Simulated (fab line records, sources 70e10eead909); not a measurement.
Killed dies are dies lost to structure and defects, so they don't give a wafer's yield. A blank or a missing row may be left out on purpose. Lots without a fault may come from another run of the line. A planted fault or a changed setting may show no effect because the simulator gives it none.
Chamber matching | flow nand_harc | NHARC_A_STAIRCASE_DESCUM_312 on rie_diel-01: 4 sister chambers
The step chemistry O2, time 3 s. 4 wafers are shown with their chamber, then 10 later ones without.

WAFERS WITH THEIR CHAMBER
wafer  | chamber | drypump_motor_current_A (A)
L086.1 | 3       | 5.6
L086.6 | 1       | 6.1
L090.1 | 2       | 5.9
L090.3 | 0       | 4.7

WAFERS WITHOUT THEIR CHAMBER
wafer  | drypump_motor_current_A (A)
L090.5 | 5.6
L093.1 | 5.7
L093.2 | 6.1
L093.5 | 6.1
L094.2 | 5.8
L094.5 | 5.8
L094.6 | 5.6
L097.3 | 6.1
L097.4 | 4.7
L097.5 | 5.6

WHICH CHAMBER EACH WENT THROUGH
wafer  | from the rows above     | in truth
L090.5 | 3                       | 3
L093.1 | can't be placed: 3 or 2 | 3
L093.2 | 1                       | 1
L093.5 | 1                       | 1
L094.2 | can't be placed: 2 or 3 | 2
L094.5 | can't be placed: 2 or 3 | 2
L094.6 | 3                       | 3
L097.3 | 1                       | 1
L097.4 | 0                       | 0
L097.5 | 3                       | 3
Placed correctly: 7 of 10. Can't be placed from these rows: 3 (the true chamber is among the candidates in 3). Placed wrongly: 0.
How it was worked out, from the rows above alone: a wafer's distance from a chamber is the root of the sum, over the readings, of the square of ((its reading less the chamber's mean) divided by the reading's scatter). The wafer belongs to the nearest chamber; if the next one is less than 2 further off, it can't be placed. A chamber's mean is the mean of its shown wafers. The scatter: with one shown wafer a chamber, the root of the mean of the squares of how far each hidden wafer lies from its nearest shown one.
